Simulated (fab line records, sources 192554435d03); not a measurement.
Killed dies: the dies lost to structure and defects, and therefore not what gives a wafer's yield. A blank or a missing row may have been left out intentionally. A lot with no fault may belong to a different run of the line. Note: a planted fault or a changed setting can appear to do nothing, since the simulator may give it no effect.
Split-lot trial + flow n5Finfet + 21 wafers read across 7 lots, on a route 1938 steps long

## THE SPLIT
At N5_HKMG_FIN_ETCH_35 (etches SOC in N2/H2, target depth 215.8 nm, time 243.4 s), the setting timeS was moved away from the recipe's 243.4 s on 6 of the 21 wafers read, by -6.6% to +21.4%. All remaining wafers had this setting at the recipe value.

The reading is taken at the split's own step.

## THE READING
etch.depthNm (the simulator's own value, which no gauge read), in nm, at N5_HKMG_FIN_ETCH_35 (etches SOC in N2/H2, target depth 215.8 nm, time 243.4 s). The file gives no usual value for it. Here, 15 wafers ran the recipe; their average is 211.5 nm with a standard deviation of 5.4 nm.

| wafer  | tool, chamber at the split | timeS as run, s | against the recipe | etch.depthNm, nm | against lot-mates on the recipe |
|--------|----------------------------|-----------------|--------------------|------------------|---------------------------------|
| L080.4 | rieDiel-05, 3              | 243.4           | recipe             | 213.7            | -                               |
| L080.5 | rieDiel-05, 1              | 243.4           | recipe             | 200.3            | -                               |
| L080.6 | rieDiel-05, 2              | 243.4           | recipe             | 210              | -                               |
| L084.2 | rieDiel-01, 1              | 243.4           | recipe             | 223.7            | -                               |
| L084.4 | rieDiel-01, 2              | 243.4           | recipe             | 214.1            | -                               |
| L084.5 | rieDiel-01, 2              | 293.6           | +20.6%             | 258              | +39.1                           |
| L086.1 | rieDiel-03, 2              | 243.4           | recipe             | 214.6            | -                               |
| L086.2 | rieDiel-03, 1              | 243.4           | recipe             | 213.5            | -                               |
| L086.3 | rieDiel-03, 0              | 243.4           | recipe             | 212.1            | -                               |
| L092.2 | rieDiel-01, 0              | 243.4           | recipe             | 210.5            | -                               |
| L092.4 | rieDiel-01, 3              | 243.4           | recipe             | 213.3            | -                               |
| L092.5 | rieDiel-01, 2              | 243.4           | recipe             | 215.1            | -                               |
| L093.3 | rieDiel-01, 1              | 295.4           | +21.4%             | 272.7            | +61.9                           |
| L093.4 | rieDiel-01, 0              | 243.4           | recipe             | 210.8            | -                               |
| L093.6 | rieDiel-01, 3              | 295.4           | +21.4%             | 258.9            | +48.1                           |
| L094.1 | rieDiel-05, 2              | 227.3           | -6.6%              | 197.1            | -8.8                            |
| L094.5 | rieDiel-05, 1              | 243.4           | recipe             | 200.8            | -                               |
| L094.6 | rieDiel-05, 2              | 243.4           | recipe             | 211.1            | -                               |
| L097.2 | rieDiel-03, 0              | 265.9           | +9.2%              | 227.4            | +18.6                           |
| L097.4 | rieDiel-03, 0              | 243.4           | recipe             | 208.8            | -                               |
| L097.6 | rieDiel-03, 3              | 265.9           | +9.2%              | 224.4            | +15.6                           |

FIT RESULTS
A straight line over all 21 wafers: etch.depthNm changes by +2.36 nm for each +1% of timeS; r = +0.96; the points scatter about the line by 6 nm.
The same after taking each lot's own level away (the mean of its wafers on the recipe; 21 wafers): +2.26 nm for each +1%; r = +0.96; scatter 5.2 nm.
According to that fit, moving timeS by its largest amount changes the reading by 48 nm.
From 205.95 to 218.90 nm: that is the span of the lots' own levels, equal to 2.4 times the standard deviation above.
Consequently the slope shifts little with the lot-to-lot level, the two slopes agreeing.
Check: for one of the wafers moved furthest among these (+21.4%), held out of the fit, the line's prediction against its lot-mates is +43 nm. It came out at +61.9 nm against them.

## OTHER SPLITS APPLIED TO THESE WAFERS
Note: prior to the reading, these wafers also went through further splits. Each is held against what the fit with the lots' levels taken away leaves over:
| other split on the same wafers      | wafers away from the commonest value | r with etch.depthNm (lot level and that fit taken away) |
|-------------------------------------|--------------------------------------|---------------------------------------------------------|
| N5_WELL_APT_PEB_06 pebTimeS         | 5                                    | +0.13                                                   |
| N5_WELL_APT_DEVELOP_07 developTimeS | 6                                    | -0.25                                                   |
| N5_FIN_SAQP_ALD_61 tempC            | 6                                    | -0.08                                                   |
| N5_STI_FIN_REVEAL_ETCHBACK_08 timeS | 12                                   | -0.08                                                   |
| N5_SD_EPI_N_PEB_07 pebTempC         | 5                                    | +0.27                                                   |
| N5_SD_EPI_N_DEVELOP_08 developTimeS | 6                                    | -0.02                                                   |
| N5_SDB_CUT_ETCH_26 biasW            | as run: not given for these wafers   | -                                                       |
| N5_HKMG_FIN_PEB_10 pebTimeS         | 9                                    | +0.33                                                   |

## THE WHOLE CHAIN: every reading that the file lists as answering this split, in the file's order
| step                | what it does                                             | reading                                                                        | change (the file's fit)              | r (the file's) |
|---------------------|----------------------------------------------------------|--------------------------------------------------------------------------------|--------------------------------------|----------------|
| N5_HKMG_FIN_ETCH_35 | etches SOC in N2/H2, target depth 215.8 nm, time 243.4 s | SOC_of_HKMG_FIN_COAT_29.thkNm (the simulator's own value, which no gauge read) | -2.18 nm for each +1% of the setting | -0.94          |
| N5_HKMG_FIN_ETCH_35 | etches SOC in N2/H2, target depth 215.8 nm, time 243.4 s | HKMG_FIN.featureDepthNm (the simulator's own value, which no gauge read)       | +2.17 nm for each +1% of the setting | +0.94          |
| N5_HKMG_FIN_ETCH_35 | etches SOC in N2/H2, target depth 215.8 nm, time 243.4 s | etch.depthNm (the simulator's own value, which no gauge read)                  | +2.17 nm for each +1% of the setting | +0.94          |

## FILE'S OWN FIT
etch.depthNm changes by +2.17 nm for each +1% of timeS, r = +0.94.
